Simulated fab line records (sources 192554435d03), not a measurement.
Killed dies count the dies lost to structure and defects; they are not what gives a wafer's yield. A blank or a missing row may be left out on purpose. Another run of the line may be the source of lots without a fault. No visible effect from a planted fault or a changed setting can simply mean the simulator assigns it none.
Which tool is to blame? :: flow n5-finfet :: 24 lots, 72 wafers sampled, at 3 steps of a route of 1938

## WHAT THE GAUGES SHOWED, per wafer
N5_BEOL_M2_OVL_MEAS_12.
lot: L074
measured: day 6 15:22
on: overlay-01
M2_OVL (nm): 0.1 -0.7 -0.6

lot: L075
measured: day 6 19:49
on: overlay-02
M2_OVL (nm): 0.1 0.9 0.0

lot: L076
measured: day 6 23:49
on: overlay-02
M2_OVL (nm): 0.6 1.1 0.0

lot: L077
measured: day 7 00:02
on: overlay-02
M2_OVL (nm): -0.5 -0.7 -0.1

lot: L078
measured: day 7 14:22
on: overlay-01
M2_OVL (nm): 0.1 -0.1 0.3

lot: L080
measured: day 7 22:41
on: overlay-01
M2_OVL (nm): -0.5 -0.7 0.8

lot: L079
measured: day 8 04:20
on: overlay-02
M2_OVL (nm): -0.7 0.2 -0.5

lot: L081
measured: day 8 04:32
on: overlay-01
M2_OVL (nm): 0.2 -0.3 0.4

lot: L082
measured: day 8 08:15
on: overlay-01
M2_OVL (nm): 1.1 1.3 0.3

lot: L083
measured: day 9 11:54
on: overlay-01
M2_OVL (nm): -0.1 -0.3 0.2

lot: L084
measured: day 9 12:52
on: overlay-02
M2_OVL (nm): 0.3 0.2 0.2

lot: L085
measured: day 10 03:35
on: overlay-02
M2_OVL (nm): 0.8 0.8 0.1

lot: L086
measured: day 10 11:44
on: overlay-01
M2_OVL (nm): -0.3 0.3 -0.3

lot: L087
measured: day 10 12:36
on: overlay-02
M2_OVL (nm): 0.5 0.7 -0.2

lot: L089
measured: day 10 13:01
on: overlay-01
M2_OVL (nm): 1.0 0.6 0.0

lot: L090
measured: day 10 15:32
on: overlay-02
M2_OVL (nm): 0.7 0.2 0.0

lot: L088
measured: day 10 15:35
on: overlay-01
M2_OVL (nm): -0.2 -0.3 0.9

lot: L091
measured: day 10 18:40
on: overlay-02
M2_OVL (nm): 1.4 0.8 0.4

lot: L092
measured: day 11 06:25
on: overlay-01
M2_OVL (nm): -0.7 0.8 0.3

lot: L093
measured: day 11 07:05
on: overlay-02
M2_OVL (nm): 0.1 0.6 0.2

lot: L094
measured: day 11 20:43
on: overlay-01
M2_OVL (nm): 0.3 0.8 0.7

lot: L095
measured: day 11 23:43
on: overlay-02
M2_OVL (nm): 0.1 0.2 0.9

lot: L096
measured: day 12 03:11
on: overlay-02
M2_OVL (nm): 0.4 1.0 0.4

lot: L097
measured: day 12 04:16
on: overlay-02
M2_OVL (nm): 0.6 0.2 1.2

N5_BEOL_M2_OVL_MEAS_29.
lot: L074
measured: day 6 16:23
on: overlay-02
V1_OVL (nm): 0.2 1.6 0.8

lot: L075
measured: day 6 20:53
on: overlay-02
V1_OVL (nm): 1.0 1.2 0.8

lot: L076
measured: day 7 00:57
on: overlay-02
V1_OVL (nm): -0.4 0.2 0.2

lot: L077
measured: day 7 01:01
on: overlay-01
V1_OVL (nm): -0.9 0.0 -0.3

lot: L078
measured: day 7 15:15
on: overlay-02
V1_OVL (nm): -0.1 0.6 -0.6

lot: L080
measured: day 7 23:41
on: overlay-02
V1_OVL (nm): 0.9 0.1 0.6

lot: L079
measured: day 8 05:13
on: overlay-01
V1_OVL (nm): -0.1 -0.2 0.1

lot: L081
measured: day 8 05:27
on: overlay-02
V1_OVL (nm): -0.2 0.3 -0.2

lot: L082
measured: day 8 09:23
on: overlay-02
V1_OVL (nm): 0.9 1.1 0.5

lot: L083
measured: day 9 12:56
on: overlay-01
V1_OVL (nm): 0.4 0.3 0.4

lot: L084
measured: day 9 13:46
on: overlay-02
V1_OVL (nm): 0.9 1.0 0.7

lot: L085
measured: day 10 04:35
on: overlay-01
V1_OVL (nm): 0.5 -0.7 -0.3

lot: L086
measured: day 10 12:49
on: overlay-02
V1_OVL (nm): 0.5 0.0 0.6

lot: L087
measured: day 10 13:38
on: overlay-01
V1_OVL (nm): 0.0 0.3 -0.2

lot: L089
measured: day 10 14:02
on: overlay-02
V1_OVL (nm): -0.4 0.2 -0.1

lot: L090
measured: day 10 16:51
on: overlay-01
V1_OVL (nm): 0.2 0.9 0.4

lot: L088
measured: day 10 16:41
on: overlay-02
V1_OVL (nm): 0.8 0.8 1.0

lot: L091
measured: day 10 19:34
on: overlay-01
V1_OVL (nm): 0.0 -0.7 -0.4

lot: L092
measured: day 11 07:25
on: overlay-01
V1_OVL (nm): 0.7 1.2 0.3

lot: L093
measured: day 11 08:03
on: overlay-01
V1_OVL (nm): 1.1 -0.6 1.3

lot: L094
measured: day 11 22:03
on: overlay-01
V1_OVL (nm): 0.0 -0.3 0.0

lot: L095
measured: day 12 01:27
on: overlay-02
V1_OVL (nm): 0.6 0.4 1.5

lot: L096
measured: day 12 04:14
on: overlay-02
V1_OVL (nm): 0.8 -0.5 -0.2

lot: L097
measured: day 12 05:31
on: overlay-01
V1_OVL (nm): 1.3 1.9 0.6

## EACH LOT AND THE TOOL THAT RAN IT (in order: tool; ch and the chambers of the sampled wafers; start)
lot: L074
N5_BEOL_M2_ETCH_63: rie-diel-03 ch 0,1,2, day 6 15:31

lot: L075
N5_BEOL_M2_ETCH_63: rie-diel-06 ch 0,1,3, day 6 20:06

lot: L076
N5_BEOL_M2_ETCH_63: rie-diel-04 ch 0,1,3, day 7 00:01

lot: L077
N5_BEOL_M2_ETCH_63: rie-diel-04 ch 0,1,3, day 7 00:17

lot: L078
N5_BEOL_M2_ETCH_63: rie-diel-06 ch 0,1,2, day 7 14:31

lot: L080
N5_BEOL_M2_ETCH_63: rie-diel-06 ch 0,1,2, day 7 22:50

lot: L079
N5_BEOL_M2_ETCH_63: rie-diel-06 ch 0,2,3, day 8 04:29

lot: L081
N5_BEOL_M2_ETCH_63: rie-diel-06 ch 0,2,3, day 8 04:43

lot: L082
N5_BEOL_M2_ETCH_63: rie-diel-03 ch 1,2, day 8 08:25

lot: L083
N5_BEOL_M2_ETCH_63: rie-diel-03 ch 0,2,3, day 9 12:11

lot: L084
N5_BEOL_M2_ETCH_63: rie-diel-04 ch 1,3, day 9 13:01

lot: L085
N5_BEOL_M2_ETCH_63: rie-diel-03 ch 0,3, day 10 03:43

lot: L086
N5_BEOL_M2_ETCH_63: rie-diel-03 ch 1,3, day 10 12:04

lot: L087
N5_BEOL_M2_ETCH_63: rie-diel-04 ch 1,2,3, day 10 12:46

lot: L089
N5_BEOL_M2_ETCH_63: rie-diel-06 ch 0,1,3, day 10 13:10

lot: L090
N5_BEOL_M2_ETCH_63: rie-diel-06 ch 0,1,2, day 10 15:44

lot: L088
N5_BEOL_M2_ETCH_63: rie-diel-04 ch 0,1,2, day 10 15:49

lot: L091
N5_BEOL_M2_ETCH_63: rie-diel-03 ch 2,3, day 10 18:48

lot: L092
N5_BEOL_M2_ETCH_63: rie-diel-03 ch 0,1,3, day 11 06:33

lot: L093
N5_BEOL_M2_ETCH_63: rie-diel-04 ch 0,1,2, day 11 07:14

lot: L094
N5_BEOL_M2_ETCH_63: rie-diel-04 ch 1,2,3, day 11 21:07

lot: L095
N5_BEOL_M2_ETCH_63: rie-diel-04 ch 1,2, day 12 00:26

lot: L096
N5_BEOL_M2_ETCH_63: rie-diel-06 ch 0,3, day 12 03:20

lot: L097
N5_BEOL_M2_ETCH_63: rie-diel-04 ch 1,2,3, day 12 04:36
- N5_BEOL_M2_ETCH_63: etches SiARC in CF4, target depth 15.6 nm, time 26 s.

## AS READ BY THE TOOLS THEMSELVES (means over the sampled wafers that have a number; for cases with no such wafer, the mark the record gives instead)
N5_BEOL_M2_ETCH_63.
lot: L074
tool: rie-diel-03
drypump-motor-current-A (A): 5.7
etch-rf-on-time-s (s): 26.2
oes-product-au (a.u.): 0.70
rf-vpp-V (V): 183.4
showerhead-plenum-p-Torr (Torr): 2.17
throttle-valve-pct (%): 15.51

lot: L075
tool: rie-diel-06
drypump-motor-current-A (A): 5.4
etch-rf-on-time-s (s): 25.3
oes-product-au (a.u.): 0.82
rf-vpp-V (V): 186.1
showerhead-plenum-p-Torr (Torr): 2.26
throttle-valve-pct (%): 15.54

lot: L076
tool: rie-diel-04
drypump-motor-current-A (A): 5.5
etch-rf-on-time-s (s): 26.1
oes-product-au (a.u.): 0.66
rf-vpp-V (V): 183.6
showerhead-plenum-p-Torr (Torr): 2.09
throttle-valve-pct (%): 15.50

lot: L077
tool: rie-diel-04
drypump-motor-current-A (A): 5.5
etch-rf-on-time-s (s): 26.3
oes-product-au (a.u.): 0.66
rf-vpp-V (V): 183.1
showerhead-plenum-p-Torr (Torr): 2.09
throttle-valve-pct (%): 15.49

lot: L078
tool: rie-diel-06
drypump-motor-current-A (A): 5.5
etch-rf-on-time-s (s): 25.6
oes-product-au (a.u.): 0.74
rf-vpp-V (V): 184.8
showerhead-plenum-p-Torr (Torr): 2.22
throttle-valve-pct (%): 15.58

lot: L080
tool: rie-diel-06
drypump-motor-current-A (A): 5.5
etch-rf-on-time-s (s): 25.8
oes-product-au (a.u.): 0.72
rf-vpp-V (V): 185.0
showerhead-plenum-p-Torr (Torr): 2.22
throttle-valve-pct (%): 15.58

lot: L079
tool: rie-diel-06
drypump-motor-current-A (A): 5.2
etch-rf-on-time-s (s): 25.7
oes-product-au (a.u.): 0.73
rf-vpp-V (V): 184.7
showerhead-plenum-p-Torr (Torr): 2.22
throttle-valve-pct (%): 15.68

lot: L081
tool: rie-diel-06
drypump-motor-current-A (A): 5.2
etch-rf-on-time-s (s): 25.6
oes-product-au (a.u.): 0.74
rf-vpp-V (V): 184.5
showerhead-plenum-p-Torr (Torr): 2.22
throttle-valve-pct (%): 15.68

lot: L082
tool: rie-diel-03
drypump-motor-current-A (A): 5.8
etch-rf-on-time-s (s): 26.7
oes-product-au (a.u.): 0.70
rf-vpp-V (V): 183.9
showerhead-plenum-p-Torr (Torr): 2.11
throttle-valve-pct (%): 15.54

lot: L083
tool: rie-diel-03
drypump-motor-current-A (A): 5.5
etch-rf-on-time-s (s): 26.3
oes-product-au (a.u.): 0.68
rf-vpp-V (V): 183.3
showerhead-plenum-p-Torr (Torr): 2.13
throttle-valve-pct (%): 15.57

lot: L084
tool: rie-diel-04
drypump-motor-current-A (A): 5.8
etch-rf-on-time-s (s): 26.1
oes-product-au (a.u.): 0.61
rf-vpp-V (V): 184.0
showerhead-plenum-p-Torr (Torr): 2.11
throttle-valve-pct (%): 15.52

lot: L085
tool: rie-diel-03
drypump-motor-current-A (A): 5.5
etch-rf-on-time-s (s): 25.8
oes-product-au (a.u.): 0.67
rf-vpp-V (V): 183.5
showerhead-plenum-p-Torr (Torr): 2.12
throttle-valve-pct (%): 15.49

lot: L086
tool: rie-diel-03
drypump-motor-current-A (A): 6.1
etch-rf-on-time-s (s): 26.0
oes-product-au (a.u.): 0.67
rf-vpp-V (V): 183.4
showerhead-plenum-p-Torr (Torr): 2.13
throttle-valve-pct (%): 15.38

lot: L087
tool: rie-diel-04
drypump-motor-current-A (A): 6.1
etch-rf-on-time-s (s): 26.6
oes-product-au (a.u.): 0.60
rf-vpp-V (V): 184.4
showerhead-plenum-p-Torr (Torr): 2.10
throttle-valve-pct (%): 15.69

lot: L089
tool: rie-diel-06
drypump-motor-current-A (A): 5.4
etch-rf-on-time-s (s): 25.7
oes-product-au (a.u.): 0.76
rf-vpp-V (V): 185.3
showerhead-plenum-p-Torr (Torr): 2.24
throttle-valve-pct (%): 15.60

lot: L090
tool: rie-diel-06
drypump-motor-current-A (A): 5.5
etch-rf-on-time-s (s): 25.6
oes-product-au (a.u.): 0.78
rf-vpp-V (V): 185.0
showerhead-plenum-p-Torr (Torr): 2.21
throttle-valve-pct (%): 15.47

lot: L088
tool: rie-diel-04
drypump-motor-current-A (A): 5.9
etch-rf-on-time-s (s): 26.4
oes-product-au (a.u.): 0.63
rf-vpp-V (V): 183.3
showerhead-plenum-p-Torr (Torr): 2.08
throttle-valve-pct (%): 15.71

lot: L091
tool: rie-diel-03
drypump-motor-current-A (A): 5.7
etch-rf-on-time-s (s): 26.0
oes-product-au (a.u.): 0.68
rf-vpp-V (V): 183.1
showerhead-plenum-p-Torr (Torr): 2.06
throttle-valve-pct (%): 15.50

lot: L092
tool: rie-diel-03
drypump-motor-current-A (A): 5.7
etch-rf-on-time-s (s): 26.3
oes-product-au (a.u.): 0.66
rf-vpp-V (V): 184.3
showerhead-plenum-p-Torr (Torr): 2.15
throttle-valve-pct (%): 15.50

lot: L093
tool: rie-diel-04
drypump-motor-current-A (A): 5.8
etch-rf-on-time-s (s): 26.4
oes-product-au (a.u.): 0.62
rf-vpp-V (V): 183.4
showerhead-plenum-p-Torr (Torr): 2.08
throttle-valve-pct (%): 15.71

lot: L094
tool: rie-diel-04
drypump-motor-current-A (A): 6.1
etch-rf-on-time-s (s): 26.4
oes-product-au (a.u.): 0.59
rf-vpp-V (V): 183.4
showerhead-plenum-p-Torr (Torr): 2.09
throttle-valve-pct (%): 15.72

lot: L095
tool: rie-diel-04
drypump-motor-current-A (A): 6.1
etch-rf-on-time-s (s): 26.1
oes-product-au (a.u.): 0.61
rf-vpp-V (V): 183.0
showerhead-plenum-p-Torr (Torr): 2.06
throttle-valve-pct (%): 15.66

lot: L096
tool: rie-diel-06
drypump-motor-current-A (A): 5.0
etch-rf-on-time-s (s): 25.5
oes-product-au (a.u.): 0.76
rf-vpp-V (V): 185.8
showerhead-plenum-p-Torr (Torr): 2.24
throttle-valve-pct (%): 15.71

lot: L097
tool: rie-diel-04
drypump-motor-current-A (A): 6.1
etch-rf-on-time-s (s): 26.2
oes-product-au (a.u.): 0.59
rf-vpp-V (V): 183.4
showerhead-plenum-p-Torr (Torr): 2.09
throttle-valve-pct (%): 15.72

## THE ANSWER, worked out from the rows above alone
Rule: the lots themselves supply what counts as usual. The widest of any qualifying gaps counts: lots, ordered by their means at a reading, are off when they make up no more than a third of the lots, leave a main group of 4 or more, and stand apart from it by 3 or more times the standard deviation of that group's means. Not used: any main group whose means are identical at the precision the tables above print for the reading. A lot without any number at a reading at which 4 lots or more have one is off too. Any other lot the step has rows for is counted as sound. After the gauges, taken in route order, come the tools' own readings; for these a lot's mean is taken, as printed above. The first step at which some lot is off is used, and at that step the reading that is off furthest; a lot without a number counts as furthest.
None of the lots is off at any reading shown; this tells nothing.

## WHAT THE SIMULATOR HAD INSERTED
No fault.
